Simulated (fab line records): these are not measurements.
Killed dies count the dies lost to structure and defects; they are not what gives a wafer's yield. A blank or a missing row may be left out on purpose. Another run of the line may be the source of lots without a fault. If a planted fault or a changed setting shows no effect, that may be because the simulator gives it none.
Chamber matching	flow n5Finfet	rieDiel-03 running N5_BEOL_M0_SAQP_ETCH_88: 4 sister chambers
The step etches underlayer in N2/H2, target depth 6.5 nm, time 5.2 s. 16 wafers are shown with their chamber, then 8 later ones without.

## EACH WAFER AND ITS CHAMBER
wafer	chamber	drypumpMotorCurrentA (A)	showerheadPlenumPTorr (Torr)	etchRfOnTimeS (s)
L079.1	0	5.1	2.62	5.04
L079.2	1	6.4	2.49	5.11
L079.3	3	5.2	2.59	5.07
L081.2	0	5.1	2.62	5.00
L081.3	2	5.6	2.62	5.39
L081.4	3	5.2	2.59	5.08
L082.3	3	5.2	2.59	5.14
L082.5	3	5.2	2.59	5.11
L082.6	0	5.1	2.62	5.01
L085.3	0	5.1	2.62	4.98
L085.4	0	5.1	2.61	5.02
L085.6	2	5.6	2.61	5.40
L088.1	3	5.2	2.58	5.10
L088.3	2	5.7	2.61	5.35
L088.6	1	6.4	2.49	4.96
L092.3	1	6.3	2.48	5.05

SIGNATURES (means of the wafers above)
reading	chamber 0	chamber 1	chamber 2	chamber 3	scatter within a chamber
drypumpMotorCurrentA	5.100	6.367	5.633	5.200	0.0333
showerheadPlenumPTorr	2.6180	2.4867	2.6133	2.5880	0.00494
etchRfOnTimeS	5.0100	5.0400	5.3800	5.1000	0.0385
Rule: distance of a wafer from a chamber = root of the sum over the readings of ((wafer's reading minus chamber's mean) / reading's scatter) squared. If the next closest chamber is less than 2 further off than the closest, the wafer can't be placed; otherwise it belongs to the closest. The scatter: the root of (the sum of the squares of (reading less its chamber's mean) over the shown wafers, divided by (wafers less chambers)).

## WAFERS WHOSE CHAMBER IS MISSING
wafer	drypumpMotorCurrentA (A)	showerheadPlenumPTorr (Torr)	etchRfOnTimeS (s)
L092.4	5.1	2.61	5.00
L092.5	5.2	2.58	5.09
L095.2	5.1	2.61	5.03
L095.3	6.4	2.48	5.01
L095.6	6.4	2.48	5.02
L097.1	5.7	2.61	5.28
L097.2	6.3	2.48	5.01
L097.4	5.2	2.58	5.16

## WHICH CHAMBER EACH ONE RAN IN
wafer	from the rows above	in truth
L092.4	0	0
L092.5	3	3
L095.2	0	0
L095.3	1	1
L095.6	1	1
L097.1	2	2
L097.2	1	1
L097.4	3	3
Correct placement for 8 of the 8. Number that these rows cannot place: 0. 0 placed wrongly.
